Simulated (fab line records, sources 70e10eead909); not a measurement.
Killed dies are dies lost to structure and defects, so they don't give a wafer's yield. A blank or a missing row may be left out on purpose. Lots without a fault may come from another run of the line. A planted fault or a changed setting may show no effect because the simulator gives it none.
Chamber matching | flow nand_harc | NHARC_A_CONTACT_ETCH_31 on rie_diel-09: 4 sister chambers
The step etches the open film in O2/COS, target depth 2000 nm, time 520 s. 4 wafers are shown with their chamber, then 7 later ones without.

WAFERS WITH THEIR CHAMBER
wafer  | chamber | drypump_motor_current_A (A)
L426.2 | 0       | 4.8
L434.5 | 2       | 6.2
L437.3 | 1       | 5.8
L437.4 | 3       | 6.3

WAFERS WITHOUT THEIR CHAMBER
wafer  | drypump_motor_current_A (A)
L437.5 | 6.3
L436.3 | 6.4
L436.4 | 5.7
L436.6 | 4.8
L438.3 | 4.9
L438.5 | 6.2
L438.6 | 5.7

WHICH CHAMBER EACH WENT THROUGH
wafer  | from the rows above     | in truth
L437.5 | can't be placed: 3 or 2 | 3
L436.3 | can't be placed: 3 or 2 | 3
L436.4 | 1                       | 1
L436.6 | 0                       | 0
L438.3 | 0                       | 0
L438.5 | can't be placed: 2 or 3 | 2
L438.6 | 1                       | 1
Placed correctly: 4 of 7. Can't be placed from these rows: 3 (the true chamber is among the candidates in 3). Placed wrongly: 0.
How it was worked out, from the rows above alone: a wafer's distance from a chamber is the root of the sum, over the readings, of the square of ((its reading less the chamber's mean) divided by the reading's scatter). The wafer belongs to the nearest chamber; if the next one is less than 2 further off, it can't be placed. A chamber's mean is the mean of its shown wafers. The scatter: with one shown wafer a chamber, the root of the mean of the squares of how far each hidden wafer lies from its nearest shown one.
